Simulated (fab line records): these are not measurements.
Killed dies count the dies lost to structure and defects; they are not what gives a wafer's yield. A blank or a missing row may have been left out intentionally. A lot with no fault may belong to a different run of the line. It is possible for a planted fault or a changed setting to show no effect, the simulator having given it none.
Comparing a struck lot with a sound one :: flow nand-harc :: 14 steps out of a route of 1302
Sound: these wafers, L903.2, L903.3, L903.6. Wafers struck: L908.3, L908.4, L908.5. Last of all comes the cause.
Per side, at each step with rows, come the tool, then ch with its chambers, and then its first start. Under that, the readings that differ: sound wafers :: struck wafers :: difference of the means :: sigmas: that difference in standard deviations of wafers without a fault.
alike: readings whose means differ by less than 2 such deviations, and words and numbers that are the same on both sides. not compared: withheld readings, readings that some wafer has no value for, bounds like >300 that may hide the same value, and numbers for which the record gives no deviation and whose values overlap.
Wherever a step has rows on one side only, a row that says differs or no value, or a row with sigmas, the two part there. Non-overlapping numbers with no deviation appear without sigmas and do not part them. Lack of a reading on every wafer of one side parts them only where that side has two or more wafers.

first, 2 steps without rows for these wafers: NHARC_P_BONDPAD_PRECLEAN_30 (cleans in DIW, time 300 s); NHARC_P_BONDPAD_SRD_31 (time 30 s, dry time 20 s).
NHARC_A_START_INSPECT_01:
  struck on defect-inspect-02, day 11 22:16; sound on defect-inspect-02, day 9 22:09
  alike: raw-defect-count
then, 9 steps without rows for these wafers: NHARC_A_ZERO_WELL_PRECLEAN_00 (cleans in SPM, time 600 s); NHARC_A_ZERO_WELL_SRD_01; NHARC_A_ZERO_WELL_DEHYDRATE_02 (time 120 s); NHARC_A_ZERO_WELL_HMDS_03 (time 30 s); NHARC_A_ZERO_WELL_COAT_18 (time 65 s); NHARC_A_ZERO_WELL_COAT_04 (resist thk 600 nm); NHARC_A_ZERO_WELL_SOFTBAKE_05 (time 70 s); NHARC_A_ZERO_WELL_EBR_06; NHARC_A_ZERO_WELL_EXPOSE_07 (exposes mask A ZERO).
NHARC_A_ZERO_WELL_PEB_08: peb time 80 s.
  sound on litho-track-05 ch 0, day 9 22:55; struck on litho-track-05, day 11 22:53
  no value came back on the struck wafers for chill-plate-temp-C (C), exhaust-pa (Pa); on the sound wafers chill-plate-temp-C (C) reads 22.95 23.11 23.06
then, 1 step without rows for these wafers: NHARC_A_ZERO_WELL_DEVELOP_09 (time 50 s).

WHERE THEY PART
NHARC_A_ZERO_WELL_PEB_08 only, going by this record.

WHY: what had been put in by the simulator
At NHARC_A_ZERO_WELL_PEB_08, the step was skipped entirely on litho-track-05 from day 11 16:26 on. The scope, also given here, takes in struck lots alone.
